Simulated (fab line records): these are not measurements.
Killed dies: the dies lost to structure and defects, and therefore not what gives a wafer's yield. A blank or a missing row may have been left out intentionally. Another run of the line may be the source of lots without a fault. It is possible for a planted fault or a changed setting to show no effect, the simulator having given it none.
Which of the tools did it? | flow n5Finfet | 36 wafers from 12 lots sampled at 6 of the route's 1938 steps

## WHAT THE GAUGES SHOWED, per wafer
N5_BEOL_M8_OVL_MEAS_12.
lot  | measured     | on         | M8_OVL (nm)
L075 | day 9 15:37  | overlay-02 | 0.4 0.3 0.5
L078 | day 9 23:44  | overlay-02 | 0.4 -0.5 -0.4
L079 | day 10 20:53 | overlay-02 | -0.1 1.0 0.3
L081 | day 11 13:17 | overlay-01 | -1.5 -0.3 -0.8
L084 | day 12 15:32 | overlay-01 | -0.4 -0.6 -0.6
L082 | day 12 19:20 | overlay-01 | 0.3 -0.7 0.1
L085 | day 13 08:54 | overlay-02 | 0.6 1.7 0.7
L089 | day 14 03:19 | overlay-01 | 0.1 -0.2 -0.2
L091 | day 14 06:58 | overlay-02 | 0.4 -0.7 0.3
L093 | day 14 14:43 | overlay-02 | 0.6 0.5 0.6
L095 | day 14 21:38 | overlay-01 | 0.0 0.7 -0.3
L097 | day 16 01:07 | overlay-01 | -1.5 -0.1 -0.7

## EACH LOT AND THE TOOL THAT RAN IT (in order: tool; ch and the chambers of the sampled wafers; start)
lot  | N5_BEOL_M7_STRIP_19               | N5_BEOL_M7_VIA_ETCH_34            | N5_BEOL_M7_SURFACE_TREAT_79 | N5_BEOL_M7_CMP_52             | N5_BEOL_M8_HM_DEP_02
L075 | rieDiel-04 ch 0,1,2, day 9 08:34  | rieDiel-04 ch 0,1, day 9 09:23    | pvdSputter-03, day 9 11:13  | cmp-03 ch 1,2,3, day 9 12:39  | pvdSputter-03, day 9 14:59
L078 | rieDiel-05 ch 0,1,3, day 9 15:40  | rieDiel-03 ch 0,1, day 9 16:23    | pvdSputter-02, day 9 17:50  | cmp-04 ch 2,3, day 9 18:41    | pvdSputter-03, day 9 23:20
L079 | rieDiel-03 ch 0,1, day 10 12:35   | rieDiel-05 ch 0,1, day 10 15:05   | pvdSputter-03, day 10 16:29 | cmp-04 ch 2,3, day 10 17:22   | pvdSputter-03, day 10 20:22
L081 | rieDiel-04 ch 1,2,3, day 11 07:17 | rieDiel-04 ch 0,1,3, day 11 08:48 | pvdSputter-01, day 11 10:43 | cmp-01 ch 0,2,3, day 11 11:33 | pvdSputter-03, day 11 12:44
L084 | rieDiel-04 ch 1,2, day 12 06:34   | rieDiel-05 ch 0,1, day 12 08:35   | pvdSputter-01, day 12 10:09 | cmp-01 ch 0,3, day 12 11:15   | pvdSputter-02, day 12 14:56
L082 | rieDiel-03 ch 2,3, day 12 10:38   | rieDiel-03 ch 2,3, day 12 14:23   | pvdSputter-01, day 12 15:45 | cmp-03 ch 0,1,3, day 12 16:49 | pvdSputter-01, day 12 18:44
L085 | rieDiel-05 ch 2,3, day 12 23:19   | rieDiel-03 ch 1,2, day 13 00:19   | pvdSputter-03, day 13 04:36 | cmp-03 ch 0,2, day 13 05:29   | pvdSputter-01, day 13 08:29
L089 | rieDiel-05 ch 0,1, day 13 18:34   | rieDiel-04 ch 1,2,3, day 13 23:08 | pvdSputter-01, day 14 00:31 | cmp-04 ch 1,2,3, day 14 01:31 | pvdSputter-02, day 14 02:55
L091 | rieDiel-03 ch 0,1,3, day 14 00:32 | rieDiel-04 ch 1,2,3, day 14 01:41 | pvdSputter-03, day 14 03:08 | cmp-01 ch 0,2,3, day 14 04:29 | pvdSputter-01, day 14 06:25
L093 | rieDiel-05 ch 0,1,2, day 14 07:08 | rieDiel-05 ch 0,2,3, day 14 10:02 | pvdSputter-01, day 14 11:23 | cmp-01 ch 0,1,2, day 14 12:33 | pvdSputter-01, day 14 14:11
L095 | rieDiel-03 ch 0,3, day 14 14:18   | rieDiel-05 ch 0,1,3, day 14 16:02 | pvdSputter-03, day 14 17:37 | cmp-03 ch 0,3, day 14 19:15   | pvdSputter-03, day 14 21:13
L097 | rieDiel-04 ch 0,2,3, day 15 13:50 | rieDiel-05 ch 0,1,3, day 15 17:46 | pvdSputter-02, day 15 19:16 | cmp-03 ch 0,2,3, day 15 21:19 | pvdSputter-01, day 16 00:35
- N5_BEOL_M7_STRIP_19: strips in O2.
- N5_BEOL_M7_VIA_ETCH_34: etches SiCOH lowk in C4F6/O2, target depth 125.5 nm, time 50.5 s.
- N5_BEOL_M7_SURFACE_TREAT_79
- N5_BEOL_M7_CMP_52: polishes, stops on SiCOH lowk, t overpolish 6.9 s, target thk 80 nm.
- N5_BEOL_M8_HM_DEP_02: deposits TiN, target thk 20 nm.

## THE ANSWER, worked out from the rows above alone
Rule: the usual values come from the lots themselves. The widest of any qualifying gaps counts: lots, ordered by their means at a reading, are off when they make up no more than a third of the lots, leave a main group of 4 or more, and stand apart from it by 3 or more times the standard deviation of that group's means. A main group is skipped when, at the precision printed for the reading in the tables above, its means are all equal. A lot without any number at a reading at which 4 lots or more have one is off too. The other lots that the step has rows for count as sound.
Nothing can be told from this: no lot is off at any reading shown.

## WHAT HAD BEEN PUT IN BY THE SIMULATOR
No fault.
